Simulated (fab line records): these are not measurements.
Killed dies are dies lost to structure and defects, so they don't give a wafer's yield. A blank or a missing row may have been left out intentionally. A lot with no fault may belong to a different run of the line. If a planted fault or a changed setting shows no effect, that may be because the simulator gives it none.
The tool behind it: which one? + flow n5_finfet + 63 wafers from 21 lots sampled at 4 of the route's 1938 steps

## WHAT THE GAUGES SHOWED, per wafer
N5_MOL_CONTACT_COAG_CD_MEAS_84 targets a cd of 25.1 nm. Usual: cd_nm reads 25.07 nm (standard deviation 0.25).
| lot  | measured     | on        | cd_nm (nm)        | flag |
|------|--------------|-----------|-------------------|------|
| L074 | day 5 05:06  | cd_sem-02 | 25.16 25.12 24.92 |      |
| L075 | day 5 06:43  | cd_sem-02 | 24.72 24.97 25.13 |      |
| L076 | day 5 14:14  | cd_sem-02 | 24.70 24.99 25.17 |      |
| L077 | day 5 22:24  | cd_sem-03 | 25.38 24.47 24.72 |      |
| L078 | day 5 23:01  | cd_sem-01 | 24.97 25.03 24.97 |      |
| L079 | day 6 04:25  | cd_sem-01 | 25.21 25.14 25.40 |      |
| L080 | day 6 15:53  | cd_sem-02 | 24.94 24.99 24.61 |      |
| L082 | day 7 00:20  | cd_sem-03 | 25.06 25.20 24.92 |      |
| L083 | day 7 04:31  | cd_sem-01 | 24.33 24.62 25.11 |      |
| L084 | day 7 17:55  | cd_sem-03 | 25.32 25.27 25.32 |      |
| L085 | day 7 18:17  | cd_sem-01 | 25.28 24.96 25.11 |      |
| L086 | day 8 05:43  | cd_sem-03 | 24.78 25.19 25.04 |      |
| L087 | day 8 11:25  | cd_sem-03 | 24.83 25.57 25.25 |      |
| L088 | day 8 15:06  | cd_sem-01 | 24.88 24.99 24.91 |      |
| L089 | day 8 18:05  | cd_sem-03 | 24.83 25.18 25.34 |      |
| L090 | day 9 00:40  | cd_sem-03 | 25.31 25.11 24.90 |      |
| L091 | day 9 08:00  | cd_sem-02 | 25.29 25.21 25.03 |      |
| L092 | day 9 12:56  | cd_sem-03 | 25.26 25.42 25.28 |      |
| L093 | day 9 18:50  | cd_sem-01 | 25.25 24.55 25.03 |      |
| L095 | day 10 06:45 | cd_sem-02 | 25.03 25.13 24.96 |      |
| L097 | day 10 18:34 | cd_sem-02 | 25.32 24.76 25.14 |      |

## EACH LOT AND THE TOOL THAT RAN IT (in order: tool; ch and the chambers of the sampled wafers; start)
| lot  | N5_GATE_CUT_ETCH_36                | N5_MOL_CONTACT_COAG_ETCH_106       | N5_MOL_CONTACT_COAG_CMP_28   |
|------|------------------------------------|------------------------------------|------------------------------|
| L074 | rie_diel-05 ch 1,3, day 4 10:28    | rie_diel-02 ch 1,2, day 4 14:36    | cmp-03 ch 2,3, day 5 01:26   |
| L075 | rie_diel-04 ch 1,2,3, day 4 15:02  | rie_diel-03 ch 0,2,3, day 4 19:11  | cmp-02 ch 0,1,3, day 5 05:25 |
| L076 | rie_diel-04 ch 0,2,3, day 4 23:51  | rie_diel-03 ch 1,2, day 5 04:56    | cmp-02 ch 0,1,2, day 5 12:59 |
| L077 | rie_diel-04 ch 0,1,3, day 5 07:52  | rie_diel-03 ch 0,1,2, day 5 12:34  | cmp-03 ch 0,1,2, day 5 20:38 |
| L078 | rie_diel-05 ch 1,3, day 5 10:30    | rie_diel-03 ch 0,2,3, day 5 14:26  | cmp-03 ch 0,2,3, day 5 21:54 |
| L079 | rie_diel-04 ch 1,2, day 5 16:22    | rie_diel-03 ch 0,2,3, day 5 20:15  | cmp-02 ch 1,3, day 6 03:13   |
| L080 | rie_diel-05 ch 1,2, day 6 01:19    | rie_diel-06 ch 0,2, day 6 05:35    | cmp-02 ch 1,3, day 6 14:31   |
| L082 | rie_diel-04 ch 0,3, day 6 10:05    | rie_diel-06 ch 1,2, day 6 13:59    | cmp-04 ch 0,2,3, day 6 23:12 |
| L083 | rie_diel-05 ch 1,2,3, day 6 15:55  | rie_diel-02 ch 0,1,2, day 6 20:13  | cmp-02 ch 0,1,3, day 7 03:09 |
| L084 | rie_diel-04 ch 0,2, day 7 01:37    | rie_diel-03 ch 1,2,3, day 7 06:14  | cmp-04 ch 2,3, day 7 16:02   |
| L085 | rie_diel-05 ch 1,2,3, day 7 05:29  | rie_diel-06 ch 1,2,3, day 7 09:43  | cmp-04 ch 0,1,2, day 7 17:01 |
| L086 | rie_diel-04 ch 0,1, day 7 15:20    | rie_diel-06 ch 0,1,2, day 7 19:16  | cmp-03 ch 0,1,2, day 8 04:37 |
| L087 | rie_diel-04 ch 0,1,3, day 7 20:03  | rie_diel-06 ch 0,1,3, day 8 00:03  | cmp-02 ch 0,1, day 8 09:35   |
| L088 | rie_diel-05 ch 1,2, day 7 23:13    | rie_diel-03 ch 0,1, day 8 03:02    | cmp-02 ch 0,1,2, day 8 12:52 |
| L089 | rie_diel-01 ch 2,3, day 8 05:27    | rie_diel-03 ch 0,1,2, day 8 09:26  | cmp-02 ch 0,2,3, day 8 16:49 |
| L090 | rie_diel-05 ch 0,1,2, day 8 10:58  | rie_diel-02 ch 1,2,3, day 8 14:55  | cmp-02 ch 0,2,3, day 8 23:22 |
| L091 | rie_diel-01 ch 1,2,3, day 8 17:06  | rie_diel-06 ch 0,3, day 8 22:01    | cmp-03 ch 0,2,3, day 9 06:47 |
| L092 | rie_diel-01 ch 1,2,3, day 8 22:29  | rie_diel-06 ch 0,1,3, day 9 02:27  | cmp-02 ch 1,3, day 9 11:36   |
| L093 | rie_diel-04 ch 0,1, day 9 05:51    | rie_diel-06 ch 0,2, day 9 10:07    | cmp-03 ch 0,2, day 9 17:43   |
| L095 | rie_diel-05 ch 1,2, day 9 16:44    | rie_diel-02 ch 1,2, day 9 20:50    | cmp-04 ch 1,3, day 10 05:26  |
| L097 | rie_diel-05 ch 1,2,3, day 10 05:22 | rie_diel-06 ch 1,2,3, day 10 09:43 | cmp-02 ch 2,3, day 10 17:23  |
- N5_GATE_CUT_ETCH_36: etches SiARC in CF4, target depth 13 nm, time 21.7 s.
- N5_MOL_CONTACT_COAG_ETCH_106: etches SOC in N2/H2, target depth 80 nm, overetch 16 nm, time 120 s.
- N5_MOL_CONTACT_COAG_CMP_28: polishes, stops on SiNx, t overpolish 0.85 s, target thk 14.522 nm.

## WHAT THE TOOLS THEMSELVES READ (means of the sampled wafers that have a number; where no wafer has one, the mark that the record gives instead)
N5_GATE_CUT_ETCH_36. Usual: drypump_motor_current_A 5.7 A, standard deviation 0.39; etch_rf_on_time_s 21.6 s, standard deviation 0.6; oes_product_au 0.67 a.u., standard deviation 0.067; rf_vpp_V 184.2 V, standard deviation 1.3; showerhead_plenum_p_Torr 2.15 Torr, standard deviation 0.079; throttle_valve_pct 15.63 %, standard deviation 0.15.
| lot  | tool        | drypump_motor_current_A (A) | etch_rf_on_time_s (s) | oes_product_au (a.u.) | rf_vpp_V (V) | showerhead_plenum_p_Torr (Torr) | throttle_valve_pct (%) | flag |
|------|-------------|-----------------------------|-----------------------|-----------------------|--------------|---------------------------------|------------------------|------|
| L074 | rie_diel-05 | 6.2                         | 21.3                  | 0.66                  | 183.8        | 2.17                            | 15.66                  |      |
| L075 | rie_diel-04 | 5.7                         | 21.7                  | 0.65                  | 182.8        | 2.12                            | 15.67                  |      |
| L076 | rie_diel-04 | 5.4                         | 21.5                  | 0.61                  | 183.7        | 2.07                            | 15.66                  |      |
| L077 | rie_diel-04 | 5.5                         | 21.4                  | 0.68                  | 184.3        | 2.15                            | 15.59                  |      |
| L078 | rie_diel-05 | 6.2                         | 21.2                  | 0.65                  | 185.0        | 2.17                            | 15.67                  |      |
| L079 | rie_diel-04 | 5.7                         | 21.5                  | 0.64                  | 183.7        | 2.11                            | 15.68                  |      |
| L080 | rie_diel-05 | 5.8                         | 21.7                  | 0.69                  | 183.8        | 2.11                            | 15.70                  |      |
| L082 | rie_diel-04 | 5.5                         | 21.5                  | 0.62                  | 182.9        | 2.07                            | 15.68                  |      |
| L083 | rie_diel-05 | 5.9                         | 21.7                  | 0.66                  | 185.4        | 2.15                            | 15.70                  |      |
| L084 | rie_diel-04 | 5.3                         | 21.0                  | 0.72                  | 184.7        | 2.19                            | 15.43                  |      |
| L085 | rie_diel-05 | 5.9                         | 21.4                  | 0.66                  | 184.3        | 2.15                            | 15.71                  |      |
| L086 | rie_diel-04 | 5.6                         | 20.9                  | 0.72                  | 185.6        | 2.23                            | 15.56                  |      |
| L087 | rie_diel-04 | 5.5                         | 21.2                  | 0.67                  | 183.9        | 2.14                            | 15.62                  |      |
| L088 | rie_diel-05 | 5.9                         | 21.6                  | 0.68                  | 183.6        | 2.11                            | 15.72                  |      |
| L089 | rie_diel-01 | 5.4                         | 21.8                  | 0.68                  | 184.5        | 2.11                            | 15.63                  |      |
| L090 | rie_diel-05 | 5.8                         | 21.8                  | 0.72                  | 184.9        | 2.14                            | 15.64                  |      |
| L091 | rie_diel-01 | 5.8                         | 22.1                  | 0.68                  | 183.6        | 2.11                            | 15.52                  |      |
| L092 | rie_diel-01 | 5.8                         | 22.1                  | 0.68                  | 183.5        | 2.11                            | 15.53                  |      |
| L093 | rie_diel-04 | 5.3                         | 21.0                  | 0.68                  | 184.4        | 2.18                            | 15.57                  |      |
| L095 | rie_diel-05 | 5.6                         | 21.5                  | 0.68                  | 184.0        | 2.13                            | 15.76                  |      |
| L097 | rie_diel-05 | 5.9                         | 21.4                  | 0.65                  | 183.5        | 2.14                            | 15.76                  |      |

N5_MOL_CONTACT_COAG_ETCH_106. Usual: drypump_motor_current_A 5.7 A, standard deviation 0.31; n2_flow_sccm 200.0 sccm, standard deviation 0.63; oes_product_au 0.68 a.u., standard deviation 0.057; rf_vpp_V 524.2 V, standard deviation 2.6; showerhead_plenum_p_Torr 2.56 Torr, standard deviation 0.093; throttle_valve_pct 17.92 %, standard deviation 0.21.
| lot  | tool        | drypump_motor_current_A (A) | n2_flow_sccm (sccm) | oes_product_au (a.u.) | rf_vpp_V (V) | showerhead_plenum_p_Torr (Torr) | throttle_valve_pct (%) | flag |
|------|-------------|-----------------------------|---------------------|-----------------------|--------------|---------------------------------|------------------------|------|
| L074 | rie_diel-02 | 5.7                         | 200.0               | 0.67                  | 525.9        | 2.60                            | 17.99                  |      |
| L075 | rie_diel-03 | 5.9                         | 199.7               | 0.73                  | 524.6        | 2.57                            | 17.84                  |      |
| L076 | rie_diel-03 | 5.8                         | 200.2               | 0.66                  | 524.9        | 2.56                            | 17.79                  |      |
| L077 | rie_diel-03 | 5.7                         | 200.9               | 0.67                  | 523.6        | 2.54                            | 17.90                  |      |
| L078 | rie_diel-03 | 5.8                         | 199.8               | 0.72                  | 524.3        | 2.56                            | 17.85                  |      |
| L079 | rie_diel-03 | 5.8                         | 200.1               | 0.72                  | 524.7        | 2.56                            | 17.86                  |      |
| L080 | rie_diel-06 | 6.1                         | 199.7               | 0.65                  | 522.2        | 2.49                            | 18.04                  |      |
| L082 | rie_diel-06 | 5.8                         | 199.8               | 0.66                  | 521.7        | 2.49                            | 18.15                  |      |
| L083 | rie_diel-02 | 5.6                         | 200.6               | 0.65                  | 524.7        | 2.55                            | 17.86                  |      |
| L084 | rie_diel-03 | 5.8                         | 199.9               | 0.69                  | 526.3        | 2.62                            | 17.81                  |      |
| L085 | rie_diel-06 | 5.7                         | 200.0               | 0.65                  | 521.6        | 2.45                            | 17.96                  |      |
| L086 | rie_diel-06 | 5.9                         | 199.5               | 0.66                  | 524.0        | 2.53                            | 18.09                  |      |
| L087 | rie_diel-06 | 5.5                         | 199.4               | 0.66                  | 523.6        | 2.54                            | 17.94                  |      |
| L088 | rie_diel-03 | 5.4                         | 199.3               | 0.65                  | 524.8        | 2.57                            | 17.94                  |      |
| L089 | rie_diel-03 | 5.7                         | 200.2               | 0.65                  | 523.8        | 2.53                            | 17.94                  |      |
| L090 | rie_diel-02 | 5.6                         | 200.3               | 0.65                  | 524.4        | 2.55                            | 18.08                  |      |
| L091 | rie_diel-06 | 5.4                         | 199.7               | 0.66                  | 523.2        | 2.50                            | 17.75                  |      |
| L092 | rie_diel-06 | 5.5                         | 200.6               | 0.65                  | 523.5        | 2.53                            | 17.95                  |      |
| L093 | rie_diel-06 | 6.1                         | 200.7               | 0.79                  | 527.1        | 2.70                            | 17.72                  |      |
| L095 | rie_diel-02 | 5.7                         | 199.9               | 0.64                  | 524.8        | 2.58                            | 18.06                  |      |
| L097 | rie_diel-06 | 5.6                         | 200.1               | 0.71                  | 522.4        | 2.55                            | 17.81                  |      |

N5_MOL_CONTACT_COAG_CMP_28. Usual: head_pressure_psi 4.151 psi, standard deviation 0.0088; motor_current_A 12.3 A, standard deviation 1.2; time_to_endpoint_s 5.2 s, standard deviation 2.2.
| lot  | tool   | head_pressure_psi (psi) | motor_current_A (A) | time_to_endpoint_s (s) | flag |
|------|--------|-------------------------|---------------------|------------------------|------|
| L074 | cmp-03 | 4.156                   | 13.9                | 5.8                    |      |
| L075 | cmp-02 | 4.159                   | 12.0                | 5.8                    |      |
| L076 | cmp-02 | 4.148                   | 12.5                | 8.6                    |      |
| L077 | cmp-03 | 4.157                   | 13.4                | 3.3                    |      |
| L078 | cmp-03 | 4.149                   | 13.5                | 2.7                    |      |
| L079 | cmp-02 | 4.149                   | 11.1                | 3.2                    |      |
| L080 | cmp-02 | 4.143                   | 12.0                | 4.0                    |      |
| L082 | cmp-04 | 4.157                   | 11.0                | 4.5                    |      |
| L083 | cmp-02 | 4.160                   | 11.9                | 6.3                    |      |
| L084 | cmp-04 | 4.144                   | 10.6                | 4.3                    |      |
| L085 | cmp-04 | 4.159                   | 11.5                | 2.9                    |      |
| L086 | cmp-03 | 4.146                   | 13.3                | 1.2                    |      |
| L087 | cmp-02 | 4.143                   | 12.5                | 5.8                    |      |
| L088 | cmp-02 | 4.147                   | 12.6                | 7.2                    |      |
| L089 | cmp-02 | 4.153                   | 12.2                | 8.1                    |      |
| L090 | cmp-02 | 4.150                   | 12.2                | 8.6                    |      |
| L091 | cmp-03 | 4.146                   | 13.4                | 2.5                    |      |
| L092 | cmp-02 | 4.151                   | 11.8                | 5.8                    |      |
| L093 | cmp-03 | 4.149                   | 13.1                | 3.2                    |      |
| L095 | cmp-04 | 4.150                   | 11.3                | 4.2                    |      |
| L097 | cmp-02 | 4.150                   | 12.4                | 7.3                    |      |

## THE ANSWER, worked out from the rows above alone
Rule: lot off if the mean of its wafers having a number is beyond 3 standard deviations from the usual mean. A lot without any number at a reading at which 4 lots or more have one is off too. Where the step has rows for the other lots, those lots are counted as sound. The gauges are gone through in route order, then the tools' own readings, and for those a lot's mean is taken as printed above. The first step at which some lot is off is used, and at that step the reading that is off furthest; a lot without a number counts as furthest.
None of the lots is off at any reading shown; this tells nothing.

## WHAT THE SIMULATOR HAD INSERTED
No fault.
